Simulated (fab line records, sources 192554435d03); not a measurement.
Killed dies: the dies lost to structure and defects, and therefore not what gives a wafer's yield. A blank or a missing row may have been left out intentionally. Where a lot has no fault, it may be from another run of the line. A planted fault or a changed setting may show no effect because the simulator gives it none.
One fault seen from 2 desks || flow n5 finfet || each desk holds nothing but its own numbers, with what lay behind them at the end

== THE METROLOGY DESK ==
What the gauges read, lot by lot, whatever tool the lot ran on: means of the sampled wafers that have a number. Any lot whose mean is over 4 standard deviations away from the usual mean is out of limits and marked OUT; that distance is given in the brackets. Of its 12 readings 7 are shown: those that lie furthest out on some lot.
Columns: A = DIBL_N at N5_BEOL_M4_RC_MEAS_101, usual 37.5 mV/V; B = DIBL_P at N5_BEOL_M4_RC_MEAS_101, usual 37.5 mV/V; C = IOFF_N at N5_BEOL_M4_RC_MEAS_101, usual 0.18 nA/um; D = IOFF_P at N5_BEOL_M4_RC_MEAS_101, usual 0.24 nA/um; E = SS_P at N5_BEOL_M4_RC_MEAS_101, usual 73.6 mV/dec; F = VT_N at N5_BEOL_M4_RC_MEAS_101, usual 249 mV; G = VT_P at N5_BEOL_M4_RC_MEAS_101, usual -249 mV
{"lot": "L302", "first seen here": "day 3 03:07", "A": 33.7, "B": 33.5, "C": 0.12, "D": 0.17, "E": 72.7, "F": 255, "G": -255}
{"lot": "L312", "first seen here": "day 5 16:30", "A": 38.6, "B": 37.0, "C": 0.19, "D": 0.22, "E": 73.8, "F": 250, "G": -251}
{"lot": "L313", "first seen here": "day 5 21:05", "A": 37.8, "B": 37.8, "C": 0.19, "D": 0.23, "E": 73.8, "F": 250, "G": -252}
{"lot": "L316", "first seen here": "day 6 13:17", "A": 37.4, "B": 36.8, "C": 0.16, "D": 0.21, "E": 72.9, "F": 251, "G": -250}
{"lot": "L320", "first seen here": "day 7 15:01", "A": 37.6, "B": 36.7, "C": 0.20, "D": 0.25, "E": 73.4, "F": 245, "G": -247}
{"lot": "L322", "first seen here": "day 8 02:17", "A": 38.1, "B": 37.1, "C": 0.19, "D": 0.22, "E": 73.8, "F": 248, "G": -252}
This desk found nothing out of limits on any of the 6 lots.

== THE DEFECT DESK ==
Inspection counts along the route, by lot: the mean over sampled wafers that carry a number. Any lot whose mean is over 4 standard deviations away from the usual mean is out of limits and marked OUT; that distance is given in the brackets.
Columns: A = raw defect count at N5_STI_FIN_REVEAL_INSPECT_13, usual 10
{"lot": "L302", "first seen here": "day 3 03:16", "A": 11}
{"lot": "L312", "first seen here": "day 5 16:37", "A": "1014 (+99 or more) OUT"}
{"lot": "L313", "first seen here": "day 5 21:12", "A": "1009 (+99 or more) OUT"}
{"lot": "L316", "first seen here": "day 6 13:25", "A": 7}
{"lot": "L320", "first seen here": "day 7 15:07", "A": 9}
{"lot": "L322", "first seen here": "day 8 02:25", "A": 12}
This desk's verdict: out of limits on L312, L313, starting with L312 at day 5 16:37 (raw defect count at N5_STI_FIN_REVEAL_INSPECT_13). L302, L316, L320, L322: within limits.

== TAKEN TOGETHER ==
The defect desk could have raised an alarm at day 5 16:37, on L312, L313.
From the metrology desk's view, nothing was out of limits.
The metrology desk holds a record of L312, L313, inside its limits.
Of the lots named, all ran N5_STI_FIN_REVEAL_STRIP_35 on wet bench-02.

== WHAT WAS PUT IN BY THE SIMULATOR ==
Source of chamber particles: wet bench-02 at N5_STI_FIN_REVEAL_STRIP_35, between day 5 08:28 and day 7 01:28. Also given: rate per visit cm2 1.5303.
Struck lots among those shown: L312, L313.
Hours from the fault's start to each desk's first reading out of limits: the defect desk, 8.
